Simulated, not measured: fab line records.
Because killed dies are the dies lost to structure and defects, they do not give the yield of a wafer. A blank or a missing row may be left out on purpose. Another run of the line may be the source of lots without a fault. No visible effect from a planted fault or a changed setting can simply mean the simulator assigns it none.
A struck lot beside a sound one + flow nand harc + 14 out of 1302 route steps
Sound: wafers L572.2, L572.5, L572.6. Struck: wafers L580.1, L580.4, L580.6. The cause is named last.
For every step that has rows: the tool of each side, followed by ch and its chambers, followed by its first start. Under that, the readings that differ: sound wafers + struck wafers + difference of the means + sigmas: that difference in standard deviations of wafers without a fault.
alike: same words and numbers on both sides, and readings whose means sit less than 2 such deviations apart. not compared: any withheld reading, any reading some wafer has no value for, any bound like >300 that may hide the same value, and any number with overlapping values for which the record gives no deviation.
A row with sigmas, a row that says differs or no value, or rows on one side alone: a step with any of these is where the two part. Numbers that have no deviation but don't overlap get no sigmas and don't part them. A reading that every wafer of one side lacks parts them only if that side has two wafers or more.

first, 4 steps without rows for these wafers: NHARC_P_BONDPAD_EBR_05; NHARC_P_BONDPAD_EXPOSE_06 (exposes mask P BPAD); NHARC_P_BONDPAD_PEB_07 (peb time 80 s); NHARC_P_BONDPAD_DEVELOP_08 (time 50 s).
NHARC_P_BONDPAD_CD_MEAS_09: the cd target is 500 nm.
  sound on cd sem-02 ch 0, day 7 07:16; struck on cd sem-03 ch 0, day 10 00:07
  alike: cd nm
NHARC_P_BONDPAD_OVL_MEAS_38:
  struck on overlay-01, day 10 00:12; sound on overlay-02, day 7 07:21
  alike: overlay x nm, overlay y nm
then, 1 step without rows for these wafers: NHARC_P_BONDPAD_HARDBAKE_10 (time 65 s).
NHARC_P_BONDPAD_DESCUM_11: chemistry O2, time 3 s.
  sound on rie diel-13 ch 0,3, day 7 07:29; struck on rie diel-13 ch 0,1, day 10 00:19
| reading                         | sound          | struck         | difference | sigmas |
|---------------------------------|----------------|----------------|------------|--------|
| showerhead plenum p Torr (Torr) | 1.85 1.84 1.94 | 2.04 1.94 2.04 | +0.13      | +2     |
  alike: drypump motor current A, oes product au, rf vpp V, throttle valve pct
  not compared: rf hours counter h
NHARC_P_BONDPAD_ETCH_37: etches the open film in N2/H2, target depth 60 nm, overetch 18 nm, time 65.91 s.
  sound on rie diel-13 ch 0,1,2, day 7 07:35; struck on rie diel-13 ch 1,2,3, day 10 00:25
  alike: drypump motor current A, oes product au, rf fwd power W, rf vpp V, showerhead plenum p Torr, throttle valve pct
  not compared: rf hours counter h
NHARC_P_BONDPAD_ETCH_12: etches the open film in CHF3/O2, target depth 200 nm, time 100 s.
  sound: rie diel-13 ch 1,2; struck: rie diel-13 ch 0,1
| reading               | sound             | struck            | difference | sigmas |
|-----------------------|-------------------|-------------------|------------|--------|
| oes product au (a.u.) | 0.930 0.921 0.915 | 0.975 0.954 0.966 | +0.043     | +2     |
  alike: drypump motor current A, rf fwd power W, rf vpp V, showerhead plenum p Torr, throttle valve pct
  not compared: rf hours counter h
NHARC_P_BONDPAD_CD_MEAS_13:
  struck on cd sem-02, day 10 00:38; sound on cd sem-03, day 7 07:47
  alike: cd nm
NHARC_P_BONDPAD_STRIP_15: strips in O2.
  sound on rie diel-07 ch 1,3, day 7 07:53; struck on rie diel-07 ch 0,1,3, day 10 00:44
  alike: drypump motor current A, oes product au, rf vpp V, showerhead plenum p Torr, throttle valve pct
  not compared: rf hours counter h
NHARC_P_BONDPAD_ETCH_24: etches the open film in CF4/N2, target depth 30 nm, time 72.99 s.
  sound on rie diel-07 ch 1,2,3, day 7 08:03; struck on rie diel-07 ch 0,1, day 10 00:52
| reading               | sound             | struck            | difference | sigmas      |
|-----------------------|-------------------|-------------------|------------|-------------|
| oes product au (a.u.) | 0.988 1.008 0.997 | 0.745 0.762 0.757 | -0.243     | -30         |
| rf fwd power W (W)    | 296.2 297.4 296.7 | 177.1 175.6 175.7 | -120.6     | -99 or more |
  alike: drypump motor current A, rf vpp V, showerhead plenum p Torr, throttle valve pct
  not compared: rf hours counter h
then, 1 step without rows for these wafers: NHARC_P_BONDPAD_STRIP_16 (strips in post etch residue remover, time 600 s).

## WHERE THEY PART
Earliest at NHARC_P_BONDPAD_DESCUM_11; latest, in this record, at NHARC_P_BONDPAD_ETCH_24.

WHY: what had been put in by the simulator
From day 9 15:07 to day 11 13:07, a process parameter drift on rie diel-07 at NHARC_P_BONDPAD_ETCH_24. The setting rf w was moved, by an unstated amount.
